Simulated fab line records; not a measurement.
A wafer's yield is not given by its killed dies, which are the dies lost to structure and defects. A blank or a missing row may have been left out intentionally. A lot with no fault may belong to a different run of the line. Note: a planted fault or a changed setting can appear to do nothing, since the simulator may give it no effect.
fab line records ; flow nandHarc
[record] lots = 13; wafers = 39; lastDay = 24
route steps=1159 shown A_CONTACT@924 A_M1@1047 HYBRID_BOND@1094 THIN_TSV@1102 END@1159
lots that met no fault: from a run of the same line without faults
startH: the number of hours between the record's first day and the start of the first shown wafer of the lot ; waitH: time in hours since the lot's previous step ; " repeats the value in the row above ; L1.1+2: several wafers, shown together as one row ; - no value, or no start given ; * or withheld: withheld ; < > ~ a bound
route shown NAME@n: NAME is a module with steps in the file, n the number in the route of the first one ; usual: mean/standard deviation taken from wafers without a fault ; same: alike in all rows ; chamber/n: place in a boat ; sites: per-site readings ; _std_site: their standard deviation ; _edge_site: outer sites' mean less inner sites' ; radiusMm: how far each site lies from the wafer's centre ; mask NAME#n: copy n ; behind: tool/chamber where the wafer was last shaped ; hold: why the lot was held/for how many hours/how that ended ; device: names the non-switching transistor (n, p or np) ; end of line: the route-end tests of the same wafers ; where a step has no rows: the recipe by itself ; killed: not the wafer's yield, but the dies lost to structure and defects at the first sort ; map: per-die view of a wafer (x killed, . not killed, _ where there is no die)
set.NAME: setting as actually run; set.NAME@STEP: the setting as run at that earlier step ; model.NAME: the simulator's own value behind a step, which no gauge read
steps of the route over a sample of lots; a table a step, a row a wafer
services: the hour from which a tool's chamber was out of use, counted from the record's first day as startH (under 0 if before that day), plus the number of hours and why
[[steps]]
[step NHARC_A_CONTACT_DEP_85]
[recipe] targetThkA = 500; targetThkNm = 50; tempC = 400; pressureTorr = 3.5; flowSccm = 200; rfW = 350; material = SiON
[usual] heaterPowerW = 702/72; showerheadVppV = 1169/59
lot.wafer;tool;chamber;startH;waitH;heaterPowerW;showerheadVppV
L924.1;pecvd-02;2;400.50;1.1;657;1216
L924.2;pecvd-02;0;400.50;1.1;578;1233
L924.4;pecvd-02;1;400.50;1.1;736;1069
L923.3;pecvd-04;1;401.16;0.7;831;1119
L923.6;pecvd-04;1;401.16;0.7;829;1110
L923.5;pecvd-04;2;401.16;0.7;705;1186
L927.3;pecvd-04;1;442.37;0.7;831;1109
L927.5;pecvd-04;1;442.37;0.7;822;1103
L927.6;pecvd-04;2;442.37;0.7;629;1173
L934.1;pecvd-02;0;461.64;1.2;640;1202
L934.6;pecvd-02;2;461.64;1.2;753;1222
L934.5;pecvd-02;0;461.64;1.2;642;1235
L936.4;pecvd-02;1;461.84;0.5;715;1114
L936.6;pecvd-02;2;461.84;0.5;705;1201
L936.5;pecvd-02;0;461.84;0.5;554;1226
L937.1;pecvd-01;0;471.46;1.1;650;1071
L937.5;pecvd-01;0;471.46;1.1;656;1106
L937.4;pecvd-01;1;471.46;1.1;704;1230
L938.3;pecvd-02;1;475.48;0.6;721;1081
L938.1;pecvd-02;0;475.48;0.6;614;1225
L938.4;pecvd-02;2;475.48;0.6;688;1196
L935.3;pecvd-01;2;477.13;0.7;673;1134
L935.1;pecvd-01;0;477.13;0.7;677;1080
L935.6;pecvd-01;1;477.13;0.7;725;1205
L939.2;pecvd-02;1;490.44;0.9;665;1084
L939.1;pecvd-02;2;490.44;0.9;674;1201
L939.5;pecvd-02;1;490.44;0.9;672;1100
L940.1;pecvd-02;2;497.68;1.1;737;1209
L940.3;pecvd-02;0;497.68;1.1;653;1221
L940.4;pecvd-02;1;497.68;1.1;683;1104
L943.2;pecvd-02;2;507.82;0.9;683;1219
L943.1;pecvd-02;1;507.82;0.9;727;1095
L943.6;pecvd-02;1;507.82;0.9;721;1097
L942.3;pecvd-04;1;518.15;0.9;772;1120
L942.4;pecvd-04;2;518.15;0.9;724;1187
L942.6;pecvd-04;1;518.15;0.9;778;1097
L944.1;pecvd-01;2;522.67;1.1;759;1166
L944.2;pecvd-01;1;522.67;1.1;663;1208
L944.4;pecvd-01;1;522.67;1.1;652;1223
[step NHARC_A_M1_PRE_CLEAN_30]
[recipe] timeS = 30; tempC = 280; gas = H2/He
[usual] heaterPowerW = 405/46
lot.wafer;tool;chamber;startH;waitH;heaterPowerW
L924.4;pvdSputter-02;-;-;-;380
L924.1;pvdSputter-02;-;-;-;436
L924.2;pvdSputter-02;-;-;-;411
L923.3;pvdSputter-03;-;-;-;466
L923.5;pvdSputter-03;-;-;-;462
L923.6;pvdSputter-03;-;-;-;403
L927.3;pvdSputter-01;-;-;-;327
L927.6;pvdSputter-01;-;-;-;340
L927.5;pvdSputter-01;-;-;-;380
L934.1;pvdSputter-03;-;-;-;414
L934.5;pvdSputter-03;-;-;-;354
L934.6;pvdSputter-03;-;-;-;442
L936.4;pvdSputter-03;-;-;-;453
L936.5;pvdSputter-03;-;-;-;350
L936.6;pvdSputter-03;-;-;-;439
L937.4;pvdSputter-03;-;-;-;428
L937.1;pvdSputter-03;-;-;-;352
L937.5;pvdSputter-03;-;-;-;420
L938.1;pvdSputter-03;-;-;-;444
L938.3;pvdSputter-03;-;-;-;414
L938.4;pvdSputter-03;-;-;-;348
L935.3;pvdSputter-02;-;-;-;504
L935.1;pvdSputter-02;-;-;-;389
L935.6;pvdSputter-02;-;-;-;432
L939.2;pvdSputter-02;-;-;-;496
L939.1;pvdSputter-02;-;-;-;385
L939.5;pvdSputter-02;-;-;-;444
L940.3;pvdSputter-02;-;-;-;404
L940.4;pvdSputter-02;-;-;-;380
L940.1;pvdSputter-02;-;-;-;434
L943.2;pvdSputter-02;-;-;-;407
L943.1;pvdSputter-02;-;-;-;382
L943.6;pvdSputter-02;-;-;-;398
L942.4;pvdSputter-01;-;-;-;410
L942.3;pvdSputter-01;-;-;-;328
L942.6;pvdSputter-01;-;-;-;338
L944.1;pvdSputter-01;-;-;-;327
L944.2;pvdSputter-01;-;-;-;389
L944.4;pvdSputter-01;-;-;-;338
[step NHARC_HYBRID_BOND_ACTIVATE_00]
[recipe] timeS = 60; n2FlowSccm = 200; arFlowSccm = 0; biasPowerW = 0; chemistry = N2
[usual] drypumpMotorCurrentA = 5.9/0.43; oesProductAu = 0.999/0.012; rfVppV = 64.3/0.92; showerheadPlenumPTorr = 1.81/0.064
lot.wafer;tool;chamber;startH;waitH;drypumpMotorCurrentA;oesProductAu;rfHoursCounterH;rfVppV;showerheadPlenumPTorr
L924.2;rieDiel-02;3;434.87;0.1;6.3;1.020;34;65.0;1.77
L924.1;rieDiel-02;0;434.87;0.1;6.0;1.006;40;62.4;1.67
L924.4;rieDiel-02;1;434.87;0.1;5.4;0.990;36;63.9;1.69
L923.3;rieDiel-02;2;439.68;0.1;5.2;0.989;37;63.8;1.72
L923.5;rieDiel-02;3;439.68;0.1;6.3;1.005;-;64.2;1.77
L923.6;rieDiel-02;0;439.68;0.1;6.1;0.984;-;65.1;1.67
L927.3;rieDiel-08;3;470.63;0.1;5.8;0.991;16;65.5;1.86
L927.6;rieDiel-08;2;470.63;0.1;5.0;0.993;-;63.3;1.84
L927.5;rieDiel-08;3;470.63;0.1;5.8;0.993;-;64.7;1.86
L934.1;rieDiel-10;3;483.97;0.1;5.9;1.006;44;64.6;1.90
L934.5;rieDiel-10;3;483.97;0.1;5.9;0.997;-;65.0;1.90
L934.6;rieDiel-10;1;483.97;0.1;5.7;1.012;-;65.7;1.88
L936.6;rieDiel-10;3;486.42;0.3;5.9;1.002;-;64.7;1.90
L936.4;rieDiel-10;0;486.42;0.3;6.2;1.001;-;65.6;1.84
L936.5;rieDiel-10;1;486.42;0.3;5.7;1.011;-;65.9;1.88
L937.1;rieDiel-08;1;507.22;0.2;6.3;1.013;3;64.2;1.77
L937.4;rieDiel-08;2;507.22;0.2;5.0;1.011;3;64.1;1.84
L937.5;rieDiel-08;1;507.22;0.2;6.3;1.009;-;63.0;1.77
L938.1;rieDiel-08;0;512.32;0.1;6.1;1.009;3;64.6;1.76
L938.3;rieDiel-08;1;512.32;0.1;6.2;1.011;3;63.3;1.77
L938.4;rieDiel-08;2;512.32;0.1;5.0;1.019;3;63.7;1.84
L935.3;rieDiel-10;1;517.81;0.1;5.7;1.031;59;63.7;1.88
L935.1;rieDiel-10;3;517.81;0.1;5.9;0.992;55;65.3;1.90
L935.6;rieDiel-10;1;517.81;0.1;5.7;1.016;-;64.3;1.88
L939.1;rieDiel-08;1;518.94;0.1;6.3;1.011;4;64.5;1.77
L939.2;rieDiel-08;3;518.94;0.1;5.8;1.001;3;64.0;1.86
L939.5;rieDiel-08;0;518.94;0.1;6.1;0.997;-;64.6;1.76
L940.1;rieDiel-10;2;523.24;0.1;6.4;0.990;56;64.5;1.80
L940.3;rieDiel-10;3;523.24;0.1;5.9;1.018;55;63.4;1.90
L940.4;rieDiel-10;0;523.24;0.1;6.2;1.005;57;64.0;1.84
L943.2;rieDiel-08;1;533.04;0.1;6.3;1.002;6;64.4;1.77
L943.1;rieDiel-08;2;533.04;0.1;5.0;1.006;5;65.2;1.84
L943.6;rieDiel-08;1;533.04;0.1;6.3;0.997;-;64.0;1.77
L942.4;rieDiel-08;0;546.28;0.1;6.1;0.984;6;64.5;1.76
L942.3;rieDiel-08;2;546.28;0.1;5.0;1.002;6;63.9;1.84
L942.6;rieDiel-08;0;546.28;0.1;6.1;0.998;-;64.7;1.76
L944.2;rieDiel-08;1;547.07;0.1;6.3;1.012;6;64.4;1.77
L944.4;rieDiel-08;2;547.07;0.1;5.0;1.007;7;65.0;1.84
L944.1;rieDiel-08;3;547.07;0.1;5.8;0.990;6;63.7;1.86
[step NHARC_THIN_TSV_CMP_01]
[recipe] targetThkUm = 3
[usual] motorCurrentA = 12.3/1.2
lot.wafer;tool;chamber;startH;waitH;motorCurrentA
L923.3;cmp-01;2;447.21;0.7;12.4
L923.6;cmp-01;3;447.21;0.7;11.2
L923.5;cmp-01;0;447.21;0.7;14.0
L924.4;cmp-04;3;448.34;0.4;14.4
L924.1;cmp-04;1;448.34;0.4;14.0
L924.2;cmp-04;2;448.34;0.4;12.3
L927.3;cmp-02;2;483.46;0.7;11.0
L927.5;cmp-02;3;483.46;0.7;12.5
L927.6;cmp-02;0;483.46;0.7;13.3
L934.1;cmp-02;0;495.22;1.1;13.7
L934.5;cmp-02;1;495.22;1.1;10.0
L934.6;cmp-02;2;495.22;1.1;11.5
L936.4;cmp-04;3;496.43;0.5;13.6
L936.5;cmp-04;0;496.43;0.5;11.3
L936.6;cmp-04;1;496.43;0.5;12.8
L937.1;cmp-01;1;523.15;1.0;11.7
L937.4;cmp-01;3;523.15;1.0;11.0
L937.5;cmp-01;1;523.15;1.0;12.6
L938.4;cmp-04;1;524.37;0.4;14.0
L938.1;cmp-04;3;524.37;0.4;13.2
L938.3;cmp-04;0;524.37;0.4;11.4
L939.2;cmp-04;0;530.38;0.9;11.9
L939.1;cmp-04;2;530.38;0.9;12.7
L939.5;cmp-04;0;530.38;0.9;11.7
L935.1;cmp-01;3;531.56;1.0;11.6
L935.3;cmp-01;0;531.56;1.0;14.2
L935.6;cmp-01;3;531.56;1.0;10.7
L940.4;cmp-02;3;538.47;0.5;13.1
L940.1;cmp-02;0;538.47;0.5;13.0
L940.3;cmp-02;1;538.47;0.5;10.3
L943.2;cmp-01;3;544.26;0.8;11.0
L943.1;cmp-01;1;544.26;0.8;12.2
L943.6;cmp-01;3;544.26;0.8;11.6
L942.3;cmp-02;0;557.35;0.6;13.2
L942.4;cmp-02;3;557.35;0.6;12.4
L942.6;cmp-02;0;557.35;0.6;12.5
L944.2;cmp-02;3;558.54;0.8;12.2
L944.4;cmp-02;1;558.54;0.8;10.4
L944.1;cmp-02;2;558.54;0.8;11.6
[step NHARC_END_SORT_01]
[recipe] tempC = 25
[usual] killedAtArray = 28/10; killedAtOther = 0.5/0.82; killedAtPeriphery = 3.4/2.2; killedDies = 31/10; killedOpen = 3.4/1.9; killedShort = 1.9/1.3
[same] grossDies = 677
lot.wafer;tool;chamber;startH;waitH;hold;killedAtArray;killedAtOther;killedAtPeriphery;killedDies;killedOpen;killedShort
L923.3;prober-02;0;467.87;3.1;-;17;1;8;26;2;0
L923.5;prober-02;0;469.45;3.7;-;21;0;9;30;3;0
L923.6;prober-02;0;470.24;4.0;-;23;0;9;32;5;1
L924.1;prober-01;0;472.75;2.5;-;15;0;4;19;2;3
L924.2;prober-01;0;473.55;2.8;-;23;0;3;26;3;1
L924.4;prober-01;0;475.15;3.4;-;14;1;4;19;2;3
L927.3;prober-02;0;501.09;3.1;awaitDispo/1.2h/release;60;0;4;64;4;2
L927.5;prober-02;0;502.68;3.7;awaitDispo/1.2h/release;18;0;0;18;5;1
L927.6;prober-02;0;503.48;4.0;awaitDispo/1.2h/release;11;0;2;13;3;3
L934.1;prober-01;0;515.40;2.5;-;17;0;4;21;3;1
L934.5;prober-01;0;518.63;3.7;-;31;0;5;36;0;2
L934.6;prober-01;0;519.44;4.0;-;24;1;4;29;4;2
L936.4;prober-01;0;525.59;3.4;-;18;0;4;22;6;1
L936.5;prober-01;0;526.38;3.7;-;16;0;1;17;3;3
L936.6;prober-01;0;527.17;4.0;-;16;0;4;20;7;1
L937.1;prober-02;0;539.58;2.5;-;38;0;3;41;9;2
L937.4;prober-02;0;542.01;3.4;-;33;0;2;35;4;2
L937.5;prober-02;0;542.82;3.7;-;29;1;2;32;2;4
L939.1;prober-01;0;545.57;2.5;-;48;0;4;52;3;2
L939.2;prober-01;0;546.38;2.8;-;44;0;2;46;2;1
L939.5;prober-01;0;548.79;3.7;-;48;0;1;49;1;4
L938.1;prober-02;0;547.43;2.5;-;34;0;2;36;7;1
L938.3;prober-02;0;549.02;3.1;-;37;0;8;45;5;3
L938.4;prober-02;0;549.81;3.4;-;37;0;2;39;4;5
L935.1;prober-01;0;553.40;2.5;-;35;3;1;39;3;1
L935.3;prober-01;0;555.03;3.1;-;41;1;2;44;6;0
L935.6;prober-01;0;557.47;4.1;-;39;3;1;43;1;2
L940.1;prober-01;0;561.30;2.5;-;16;0;2;18;2;3
L940.3;prober-01;0;562.90;3.1;-;13;0;1;14;1;4
L940.4;prober-01;0;563.70;3.4;-;14;0;2;16;1;1
L943.1;prober-02;0;562.94;2.5;-;31;0;3;34;4;0
L943.2;prober-02;0;563.74;2.8;-;34;3;1;38;3;5
L943.6;prober-02;0;566.94;4.0;-;22;0;6;28;6;4
L942.3;prober-02;0;574.74;3.1;-;50;1;2;53;3;2
L942.4;prober-02;0;575.55;3.4;-;33;3;3;39;2;3
L942.6;prober-02;0;577.16;4.0;-;57;2;2;61;5;1
L944.1;prober-01;0;576.97;2.5;-;28;2;5;35;6;3
L944.2;prober-01;0;577.78;2.8;-;46;0;1;47;2;3
L944.4;prober-01;0;579.38;3.4;-;39;2;3;44;5;1
// killed by level:class
L923.3 A_CHANNEL_HOLE_D1:chamberFilmFlake=7 P_STI:chamberFilmFlake=5 A_STAIRCASE:chamberFilmFlake=4 P_CONTACT:chamberFilmFlake=2 A_SLIT:chamberFilmFlake=2 A_CONTACT:chamberFilmFlake=2 A_SOURCE_PLATE:geometricParticle:open=1 A_M1:geometricParticle:open=1
L923.5 A_CHANNEL_HOLE_D1:chamberFilmFlake=7 P_STI:chamberFilmFlake=5 A_STAIRCASE:chamberFilmFlake=5 A_ZERO_WELL:chamberFilmFlake=3 P_GATE:chamberFilmFlake=2 A_SLIT:chamberFilmFlake=2 A_CONTACT:chamberFilmFlake=2 P_M0:geometricParticle:open=1
L923.6 A_CHANNEL_HOLE_D1:chamberFilmFlake=13 P_STI:chamberFilmFlake=4 A_STAIRCASE:chamberFilmFlake=3 A_CONTACT:geometricParticle:open=2 P_CONTACT:chamberFilmFlake=2 A_CONTACT:chamberFilmFlake=2 P_CONTACT:geometricParticle:open=1 P_M0:geometricParticle:open=1
L924.1 A_CONTACT:chamberFilmFlake=6 P_CONTACT:chamberFilmFlake=4 A_CHANNEL_HOLE_D1:chamberFilmFlake=3 A_WL_FILL:geometricParticle:short=2 A_WL_FILL:geometricParticle:open=1 A_CONTACT:geometricParticle:short=1 A_BLC:geometricParticle:open=1 A_STAIRCASE:chamberFilmFlake=1
L924.2 A_CONTACT:chamberFilmFlake=5 P_CONTACT:chamberFilmFlake=3 A_CHANNEL_FILL_D1:chamberFilmFlake=3 A_SLIT:chamberFilmFlake=3 A_WL_FILL:chamberFilmFlake=3 A_ZERO_WELL:chamberFilmFlake=2 A_CHANNEL_HOLE_D1:chamberFilmFlake=2 A_ONON_D1:geometricParticle:open=1
L924.4 A_CHANNEL_HOLE_D1:chamberFilmFlake=3 A_CONTACT:chamberFilmFlake=3 P_CONTACT:chamberFilmFlake=2 A_CHANNEL_FILL_D1:chamberFilmFlake=2 P_CONTACT:geometricParticle:open=1 A_ONON_D1:geometricParticle:short=1 A_CHANNEL_FILL_D1:geometricParticle:short=1 A_CHANNEL_FILL_D1:geometricParticle:open=1
L927.3 A_CONTACT:areaDep=42 A_CONTACT:chamberFilmFlake=4 A_M1:chamberFilmFlake=4 A_CHANNEL_HOLE_D1:chamberFilmFlake=3 A_M0:geometricParticle:open=2 P_STI:chamberFilmFlake=2 A_STAIRCASE:chamberFilmFlake=2 P_M0:geometricParticle:open=1
L927.5 A_STAIRCASE:chamberFilmFlake=5 A_CONTACT:chamberFilmFlake=3 A_BLC:geometricParticle:open=2 A_M1:geometricParticle:open=2 A_CHANNEL_HOLE_D1:chamberFilmFlake=2 A_M1:chamberFilmFlake=2 A_CHANNEL_FILL_D1:geometricParticle:open=1 A_SGD_CUT:geometricParticle:short=1
L927.6 A_STAIRCASE:chamberFilmFlake=3 A_CONTACT:chamberFilmFlake=2 P_M1:geometricParticle:open=1 A_SOURCE_PLATE:geometricParticle:open=1 A_CHANNEL_FILL_D1:geometricParticle:short=1 A_WL_FILL:geometricParticle:short=1 A_WL_FILL:geometricParticle:open=1 A_CONTACT:geometricParticle:short=1
L934.1 A_SLIT:chamberFilmFlake=8 A_CONTACT:chamberFilmFlake=3 A_CHANNEL_HOLE_D1:chamberFilmFlake=2 A_STAIRCASE:chamberFilmFlake=2 P_M0:geometricParticle:open=1 P_M2:geometricParticle:short=1 A_ONON_D1:geometricParticle:open=1 A_CHANNEL_HOLE_D1:geometricParticle:open=1
L934.5 A_SLIT:chamberFilmFlake=18 P_CONTACT:chamberFilmFlake=4 A_CHANNEL_HOLE_D1:chamberFilmFlake=4 A_STAIRCASE:chamberFilmFlake=4 A_CONTACT:chamberFilmFlake=3 A_CHANNEL_FILL_D1:geometricParticle:short=1 A_SGD_CUT:geometricParticle:short=1 P_STI:chamberFilmFlake=1
L934.6 A_STAIRCASE:chamberFilmFlake=6 A_SLIT:chamberFilmFlake=6 A_CHANNEL_HOLE_D1:chamberFilmFlake=5 P_CONTACT:chamberFilmFlake=3 A_M0:geometricParticle:open=2 A_CONTACT:chamberFilmFlake=2 A_ONON_D1:geometricParticle:open=1 A_SGD_CUT:geometricParticle:short=1
L936.4 A_CHANNEL_HOLE_D1:chamberFilmFlake=9 A_CONTACT:geometricParticle:open=2 A_STAIRCASE:chamberFilmFlake=2 P_GATE:geometricParticle:short=1 P_M0:geometricParticle:open=1 A_ONON_D1:geometricParticle:open=1 A_WL_FILL:geometricParticle:open=1 A_M0:geometricParticle:open=1
L936.5 A_CHANNEL_HOLE_D1:chamberFilmFlake=3 A_CONTACT:chamberFilmFlake=3 A_WL_FILL:geometricParticle:short=2 A_SLIT:chamberFilmFlake=2 P_GATE:geometricParticle:open=1 A_SOURCE_PLATE:geometricParticle:open=1 A_CHANNEL_FILL_D1:geometricParticle:short=1 A_BLC:geometricParticle:open=1
L936.6 A_CHANNEL_HOLE_D1:chamberFilmFlake=5 P_CONTACT:geometricParticle:open=2 A_M0:geometricParticle:open=2 P_GATE:chamberFilmFlake=2 A_CONTACT:chamberFilmFlake=2 A_ONON_D1:geometricParticle:short=1 A_ONON_D1:geometricParticle:open=1 A_WL_FILL:geometricParticle:open=1
L937.1 A_CHANNEL_HOLE_D1:chamberFilmFlake=19 A_CONTACT:chamberFilmFlake=5 A_STAIRCASE:chamberFilmFlake=4 P_CONTACT:geometricParticle:open=2 A_WL_FILL:geometricParticle:open=2 A_M0:geometricParticle:open=2 A_CHANNEL_HOLE_D1:geometricParticle:short=1 A_CHANNEL_FILL_D1:geometricParticle:open=1
L937.4 A_CHANNEL_HOLE_D1:chamberFilmFlake=20 A_CONTACT:geometricParticle:open=3 A_CONTACT:chamberFilmFlake=3 A_WL_FILL:chamberFilmFlake=2 A_BLC:chamberFilmFlake=2 P_STI:geometricParticle:short=1 A_WL_FILL:geometricParticle:short=1 A_M0:geometricParticle:open=1
L937.5 A_CHANNEL_HOLE_D1:chamberFilmFlake=17 A_WL_FILL:geometricParticle:short=4 A_STAIRCASE:chamberFilmFlake=2 A_CONTACT:chamberFilmFlake=2 A_BLC:chamberFilmFlake=2 P_GATE:geometricParticle:open=1 A_M0:geometricParticle:open=1 P_STI:chamberFilmFlake=1
L939.1 A_CHANNEL_HOLE_D1:chamberFilmFlake=24 A_SLIT:chamberFilmFlake=12 A_STAIRCASE:chamberFilmFlake=5 A_CONTACT:chamberFilmFlake=3 P_M0:geometricParticle:open=1 P_M2:geometricParticle:open=1 A_WL_FILL:geometricParticle:short=1 A_M1:geometricParticle:short=1
L939.2 A_SLIT:chamberFilmFlake=18 A_CHANNEL_HOLE_D1:chamberFilmFlake=16 A_STAIRCASE:chamberFilmFlake=4 A_CONTACT:chamberFilmFlake=2 A_ONON_D1:geometricParticle:open=1 A_ONON_D1:geometricParticle:short=1 A_CONTACT:geometricParticle:open=1 P_ZERO_WELL:chamberFilmFlake=1
L938.1 A_SLIT:chamberFilmFlake=12 A_STAIRCASE:chamberFilmFlake=7 A_CHANNEL_HOLE_D1:chamberFilmFlake=4 A_CONTACT:chamberFilmFlake=3 A_ONON_D1:geometricParticle:open=2 P_M0:geometricParticle:open=1 A_SOURCE_PLATE:geometricParticle:open=1 A_ONON_D1:geometricParticle:short=1
L939.5 A_CHANNEL_HOLE_D1:chamberFilmFlake=24 A_SLIT:chamberFilmFlake=11 A_STAIRCASE:chamberFilmFlake=5 A_CONTACT:geometricParticle:short=2 A_ONON_D1:geometricParticle:short=1 A_M0:geometricParticle:short=1 A_M0:geometricParticle:open=1 P_STI:chamberFilmFlake=1
L938.3 A_SLIT:chamberFilmFlake=14 A_CONTACT:chamberFilmFlake=10 A_CHANNEL_HOLE_D1:chamberFilmFlake=6 P_STI:chamberFilmFlake=3 P_M0:chamberFilmFlake=3 A_CONTACT:geometricParticle:open=2 P_CONTACT:geometricParticle:short=1 A_ONON_D1:geometricParticle:short=1
L938.4 A_SLIT:chamberFilmFlake=15 A_CHANNEL_HOLE_D1:chamberFilmFlake=4 A_STAIRCASE:chamberFilmFlake=4 A_BLC:chamberFilmFlake=4 A_CONTACT:geometricParticle:short=2 A_CONTACT:chamberFilmFlake=2 P_GATE:geometricParticle:short=1 A_ONON_D1:geometricParticle:short=1
L935.1 A_CHANNEL_HOLE_D1:chamberFilmFlake=16 A_SLIT:chamberFilmFlake=7 A_STAIRCASE:chamberFilmFlake=6 THIN_TSV:chamberFilmFlake=3 A_SOURCE_PLATE:geometricParticle:open=2 A_WL_FILL:geometricParticle:short=1 A_M0:geometricParticle:open=1 P_GATE:chamberFilmFlake=1
L935.3 A_CHANNEL_HOLE_D1:chamberFilmFlake=19 A_SLIT:chamberFilmFlake=9 A_CONTACT:chamberFilmFlake=4 A_STAIRCASE:chamberFilmFlake=3 A_CONTACT:geometricParticle:open=2 A_CHANNEL_HOLE_D1:geometricParticle:open=1 A_SGD_CUT:geometricParticle:open=1 A_SLIT:geometricParticle:open=1
L935.6 A_SLIT:chamberFilmFlake=15 A_CHANNEL_HOLE_D1:chamberFilmFlake=10 A_STAIRCASE:chamberFilmFlake=7 A_CONTACT:chamberFilmFlake=4 THIN_TSV:chamberFilmFlake=3 A_ONON_D1:geometricParticle:open=1 A_SGD_CUT:geometricParticle:short=1 A_CONTACT:geometricParticle:short=1
L940.1 A_CHANNEL_HOLE_D1:chamberFilmFlake=4 A_CONTACT:chamberFilmFlake=4 A_CHANNEL_FILL_D1:geometricParticle:short=2 A_STAIRCASE:chamberFilmFlake=2 A_WL_FILL:chamberFilmFlake=2 P_GATE:geometricParticle:open=1 A_BLC:geometricParticle:open=1 A_M0:geometricParticle:short=1
L940.3 A_CHANNEL_HOLE_D1:chamberFilmFlake=4 A_CONTACT:chamberFilmFlake=3 A_SOURCE_PLATE:geometricParticle:short=2 A_WL_FILL:geometricParticle:short=2 A_CHANNEL_FILL_D1:geometricParticle:open=1 P_GATE:chamberFilmFlake=1 A_WL_FILL:chamberFilmFlake=1
L943.1 A_SLIT:chamberFilmFlake=21 A_CHANNEL_HOLE_D1:chamberFilmFlake=4 A_CONTACT:geometricParticle:open=3 P_ZERO_WELL:chamberFilmFlake=2 A_WL_FILL:chamberFilmFlake=2 A_M0:geometricParticle:open=1 P_GATE:chamberFilmFlake=1
L940.4 A_CHANNEL_HOLE_D1:chamberFilmFlake=9 A_CONTACT:chamberFilmFlake=3 A_SOURCE_PLATE:geometricParticle:short=1 A_CHANNEL_HOLE_D1:geometricParticle:open=1 P_GATE:chamberFilmFlake=1 P_M2:chamberFilmFlake=1
L943.2 A_SLIT:chamberFilmFlake=12 A_CHANNEL_HOLE_D1:chamberFilmFlake=8 A_WL_FILL:geometricParticle:short=3 THIN_TSV:chamberFilmFlake=3 A_M0:geometricParticle:open=2 A_STAIRCASE:chamberFilmFlake=2 A_WL_FILL:chamberFilmFlake=2 A_CONTACT:chamberFilmFlake=2
L943.6 A_SLIT:chamberFilmFlake=7 A_CHANNEL_HOLE_D1:chamberFilmFlake=6 P_GATE:chamberFilmFlake=3 A_ONON_D1:geometricParticle:open=2 A_STAIRCASE:chamberFilmFlake=2 P_GATE:geometricParticle:short=1 P_GATE:geometricParticle:open=1 P_M0:geometricParticle:open=1
L942.3 A_CHANNEL_HOLE_D1:chamberFilmFlake=23 A_SLIT:chamberFilmFlake=20 A_CONTACT:chamberFilmFlake=3 P_CONTACT:geometricParticle:open=1 P_M2:geometricParticle:short=1 A_ONON_D1:geometricParticle:open=1 A_M0:geometricParticle:open=1 A_M1:geometricParticle:short=1
L942.4 A_CHANNEL_HOLE_D1:chamberFilmFlake=16 A_SLIT:chamberFilmFlake=8 A_CONTACT:chamberFilmFlake=4 THIN_TSV:chamberFilmFlake=3 A_STAIRCASE:chamberFilmFlake=2 P_GATE:geometricParticle:open=1 P_CONTACT:geometricParticle:open=1 P_CONTACT:geometricParticle:short=1
L944.1 A_SLIT:chamberFilmFlake=11 A_CONTACT:chamberFilmFlake=8 A_CONTACT:geometricParticle:open=3 P_GATE:chamberFilmFlake=3 A_ONON_D1:geometricParticle:short=2 THIN_TSV:chamberFilmFlake=2 P_GATE:geometricParticle:open=1 P_CONTACT:geometricParticle:open=1
L942.6 A_CHANNEL_HOLE_D1:chamberFilmFlake=24 A_SLIT:chamberFilmFlake=22 A_CONTACT:chamberFilmFlake=4 A_WL_FILL:geometricParticle:open=2 THIN_TSV:chamberFilmFlake=2 P_GATE:geometricParticle:open=1 P_CONTACT:geometricParticle:open=1 A_CHANNEL_FILL_D1:geometricParticle:open=1
L944.2 A_SLIT:chamberFilmFlake=26 A_CHANNEL_HOLE_D1:chamberFilmFlake=7 A_CONTACT:chamberFilmFlake=5 A_CHANNEL_FILL_D1:geometricParticle:short=2 A_STAIRCASE:chamberFilmFlake=2 A_ONON_D1:geometricParticle:open=1 A_CHANNEL_FILL_D1:geometricParticle:open=1 A_M1:geometricParticle:short=1
L944.4 A_SLIT:chamberFilmFlake=20 A_CHANNEL_HOLE_D1:chamberFilmFlake=10 A_CONTACT:chamberFilmFlake=6 P_GATE:geometricParticle:open=1 P_CONTACT:geometricParticle:open=1 A_CHANNEL_HOLE_D1:geometricParticle:open=1 A_SGD_CUT:geometricParticle:open=1 A_SLIT:geometricParticle:short=1
[[services]]
tool;chamber;startH;hours;kind
cmp-01;-;379.30;4.0;pm
pvdSputter-03;-;383.62;2.0;repair
rieDiel-08;1;385.48;2.0;repair
rieDiel-10;1;386.81;5.0;repair
cmp-02;-;388.76;2.1;repair
pvdSputter-02;-;392.01;10.0;pm
cmp-04;-;401.67;4.0;pm
cmp-02;-;408.17;0.8;repair
cmp-04;-;423.99;1.9;repair
cmp-02;-;428.73;4.0;pm
rieDiel-10;0;438.69;3.4;repair
cmp-01;-;451.49;0.6;repair
pvdSputter-03;-;458.02;10.0;pm
rieDiel-08;3;458.38;6.1;repair
rieDiel-08;1;462.88;10.4;repair
pvdSputter-02;-;467.32;1.1;repair
rieDiel-10;2;475.35;13.3;repair
cmp-01;-;477.44;4.0;pm
rieDiel-08;-;479.85;9.0;pm
rieDiel-10;0;483.06;3.2;repair
cmp-04;-;483.79;5.0;repair
pecvd-02;-;515.22;13.0;pm
cmp-02;-;526.73;4.0;pm
rieDiel-08;2;554.14;7.9;repair
[[key]]
[firstSign] step = NHARC_END_SORT_01; reading = killedAtArray; direction = up; sigmas = 3.2; usual = 28; struck = 60
[effect] step = NHARC_END_SORT_01; reading = killedDies; direction = up; sigmas = 3.2; usual = 31; struck = 64
[moreKillsBornAt] NHARC_A_CONTACT_DEP_85@pecvd-04 = 42
metAt NHARC_A_CONTACT_DEP_85
struckLots L927
struckWafers L927.3
testerLeftOut L927
notActingAt NHARC_A_M1_PRE_CLEAN_30,NHARC_HYBRID_BOND_ACTIVATE_00,NHARC_THIN_TSV_CMP_01
onsetBetween 401.16 442.37
[fault] kind = processParameterDrift; tool = pecvd-04; chamber = -; onsetH = 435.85; steps = NHARC_A_CONTACT_DEP_85; channel = targetThkA; offset = *; shape = step; endH = 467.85; scope = struckWafersOnly; actsIn = *; stated = *
// testerLeftOut: of these lots the tester's yield and bins aren't shown, on N5 and GAA mostly nor the transistor test; their killed dies are dies lost to structure and defects alone, not to doping, threshold or leakage, so they don't give the yield
